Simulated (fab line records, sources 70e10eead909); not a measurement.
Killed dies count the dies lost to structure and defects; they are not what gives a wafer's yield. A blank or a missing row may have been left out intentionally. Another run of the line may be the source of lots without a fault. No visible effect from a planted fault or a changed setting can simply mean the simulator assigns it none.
Chamber matching / flow nand_harc / NHARC_A_CONTACT_ALD_18 on ald_metal-02 has 4 sister chambers
The step deposits TiN, target thk 3 nm, pulse time 1 s, ald cycles 150. 4 wafers are shown with their chamber, then 7 later ones without.

## WAFERS WITH THEIR CHAMBER
wafer=L586.2; chamber=0; heater_power_w (W)=922
wafer=L590.5; chamber=2; heater_power_w (W)=1292
wafer=L596.1; chamber=1; heater_power_w (W)=1312
wafer=L596.2; chamber=3; heater_power_w (W)=1123

## WAFERS MISSING THEIR CHAMBER
wafer=L596.5; heater_power_w (W)=1204
wafer=L598.1; heater_power_w (W)=920
wafer=L598.5; heater_power_w (W)=1272
wafer=L598.6; heater_power_w (W)=1295
wafer=L607.2; heater_power_w (W)=1317
wafer=L607.5; heater_power_w (W)=1314
wafer=L607.6; heater_power_w (W)=939

## WHICH CHAMBER EACH WENT THROUGH
wafer=L596.5; from the rows above=can't be placed: 3 or 2 or 1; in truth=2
wafer=L598.1; from the rows above=0; in truth=0
wafer=L598.5; from the rows above=can't be placed: 2 or 1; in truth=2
wafer=L598.6; from the rows above=can't be placed: 2 or 1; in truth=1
wafer=L607.2; from the rows above=can't be placed: 1 or 2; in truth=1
wafer=L607.5; from the rows above=can't be placed: 1 or 2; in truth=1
wafer=L607.6; from the rows above=0; in truth=0
Correctly placed: 2 of 7. From these rows, 5 cannot be placed; in 5 the true chamber is one of the candidates. 0 placed wrongly.
How it was worked out, from the rows above alone: a wafer's distance from a chamber is the root of the sum, over the readings, of the square of ((its reading less the chamber's mean) divided by the reading's scatter). The wafer belongs to the nearest chamber; if the next one is less than 2 further off, it can't be placed. A chamber's mean is the mean of its shown wafers. The scatter: root of mean squared gap, hidden wafer to nearest shown wafer, with one shown wafer a chamber.
